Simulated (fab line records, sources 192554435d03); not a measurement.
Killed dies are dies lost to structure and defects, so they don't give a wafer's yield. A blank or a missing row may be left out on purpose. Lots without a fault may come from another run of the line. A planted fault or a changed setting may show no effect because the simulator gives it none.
Tool commonality check | flow n5_finfet | 9 lots, 27 wafers sampled

WHY IT WAS OPENED
At N5_HKMG_FIN_THK_MEAS_70 the reading HK_THK is flagged on 2 of 9 lots. Wafers without a fault read 1.611 nm, standard deviation 0.018.
Rule: a lot is flagged when every wafer of it that has a number lies more than 4 standard deviations from that mean, or none has a number. The other lots count as sound.

lot  | measured    | on            | HK_THK (nm), wafer by wafer | flag
L188 | day 4 03:32 | film_metro-01 | 1.604 1.621 1.609           |
L191 | day 4 21:29 | film_metro-01 | 1.606 1.629 1.618           |
L193 | day 5 10:16 | film_metro-02 | 1.595 1.632 1.614           |
L195 | day 5 22:40 | film_metro-01 | 1.601 1.614 1.620           |
L204 | day 8 00:57 | film_metro-02 | 1.335 1.342 1.342           | FLAGGED
L205 | day 8 16:11 | film_metro-02 | 1.338 1.379 1.338           | FLAGGED
L208 | day 9 01:28 | film_metro-01 | 1.623 1.590 1.630           |
L209 | day 9 08:54 | film_metro-01 | 1.615 1.623 1.617           |
L211 | day 9 23:34 | film_metro-02 | 1.632 1.602 1.606           |
The numbers of the flagged lots are 1.346 nm on average: -0.265 nm against the usual, or -15 standard deviations.

WHICH TOOL RAN EACH LOT
The record holds 3 process steps before the reading, out of a route of 1938 steps. In each cell: the tool, then ch and the chambers that the sampled wafers went through, then the start.
lot  | flag    | N5_HKMG_FIN_HK_ALD_01           | N5_HKMG_FIN_DESCUM_53             | N5_HKMG_FIN_STRIP_93
L188 |         | ald_hk-03 ch 1,2,3, day 4 00:06 | rie_diel-06 ch 0,1, day 4 01:08   | rie_diel-06 ch 0,1, day 4 01:52
L191 |         | ald_hk-03 ch 1,2,3, day 4 17:44 | rie_diel-05 ch 1,3, day 4 19:04   | rie_diel-05 ch 1,3, day 4 19:47
L193 |         | ald_hk-03 ch 0,1,2, day 5 06:35 | rie_diel-05 ch 1,2, day 5 07:46   | rie_diel-05 ch 1,2, day 5 08:30
L195 |         | ald_hk-01 ch 2,3, day 5 18:52   | rie_diel-06 ch 0,3, day 5 20:05   | rie_diel-06 ch 0,3, day 5 20:48
L204 | FLAGGED | ald_hk-03 ch 2,3, day 7 21:36   | rie_diel-06 ch 0,2,3, day 7 22:32 | rie_diel-06 ch 0,2,3, day 7 23:16
L205 | FLAGGED | ald_hk-03 ch 1,3, day 8 12:07   | rie_diel-02 ch 1,2,3, day 8 13:34 | rie_diel-02 ch 1,2,3, day 8 14:17
L208 |         | ald_hk-01 ch 1,2,3, day 8 21:43 | rie_diel-05 ch 0,2, day 8 22:58   | rie_diel-05 ch 0,2, day 8 23:41
L209 |         | ald_hk-02 ch 0,1,3, day 9 05:35 | rie_diel-02 ch 0,1,3, day 9 06:29 | rie_diel-02 ch 0,1,3, day 9 07:13
L211 |         | ald_hk-02 ch 1,2,3, day 9 18:58 | rie_diel-02 ch 0,1,2, day 9 21:02 | rie_diel-02 ch 0,1,2, day 9 21:46
What these steps do:
- N5_HKMG_FIN_HK_ALD_01: deposits HfO2, target thk 1.6 nm, pulse time 3 s, purge time 3 s.
- N5_HKMG_FIN_DESCUM_53: chemistry O2, time 7.9 s.
- N5_HKMG_FIN_STRIP_93: strips SOC in N2/H2, time 20 s.
- N5_HKMG_FIN_THK_MEAS_70: measures by xrf.

FLAGGED OVER TOTAL, TOOL BY TOOL (the gauges that took the reading come last)
step                    | tool          | lots run | flagged | share of the flagged lots | sound lots run after its first flagged lot
N5_HKMG_FIN_HK_ALD_01   | ald_hk-01     | 2        | 0       | none                      | -
N5_HKMG_FIN_HK_ALD_01   | ald_hk-02     | 2        | 0       | none                      | -
N5_HKMG_FIN_HK_ALD_01   | ald_hk-03     | 5        | 2       | all                       | 0
N5_HKMG_FIN_DESCUM_53   | rie_diel-02   | 3        | 1       | some                      | 2 (L209,L211)
N5_HKMG_FIN_DESCUM_53   | rie_diel-05   | 3        | 0       | none                      | -
N5_HKMG_FIN_DESCUM_53   | rie_diel-06   | 3        | 1       | some                      | 0
N5_HKMG_FIN_STRIP_93    | rie_diel-02   | 3        | 1       | some                      | 2 (L209,L211)
N5_HKMG_FIN_STRIP_93    | rie_diel-05   | 3        | 0       | none                      | -
N5_HKMG_FIN_STRIP_93    | rie_diel-06   | 3        | 1       | some                      | 0
N5_HKMG_FIN_THK_MEAS_70 | film_metro-01 | 5        | 0       | none                      | -
N5_HKMG_FIN_THK_MEAS_70 | film_metro-02 | 4        | 2       | all                       | 1 (L211)

WHAT THE TABLE ALLOWS
2 rows of the table ran every flagged lot: ald_hk-03 at N5_HKMG_FIN_HK_ALD_01, film_metro-02 at N5_HKMG_FIN_THK_MEAS_70.
- ald_hk-03 at N5_HKMG_FIN_HK_ALD_01: 2 of its 5 lots flagged. Its last sound lot is L193 (day 5 06:35), its first flagged lot L204 (day 7 21:36): a fault that began between those two fits.
- film_metro-02 at N5_HKMG_FIN_THK_MEAS_70: 2 of its 4 lots flagged. Sound lots ran on it after the first flagged one (L211), which a lasting fault on the whole tool wouldn't allow.
One tool is left: ald_hk-03 at N5_HKMG_FIN_HK_ALD_01.

WHAT THE SIMULATOR HAD PUT IN
Site profile drift: ald_hk-03, from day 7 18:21 on, at N5_HKMG_FIN_HK_ALD_01. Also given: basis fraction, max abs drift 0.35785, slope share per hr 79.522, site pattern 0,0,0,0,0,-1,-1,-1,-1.
Lots struck among those shown: L204, L205. The rule above found the same.
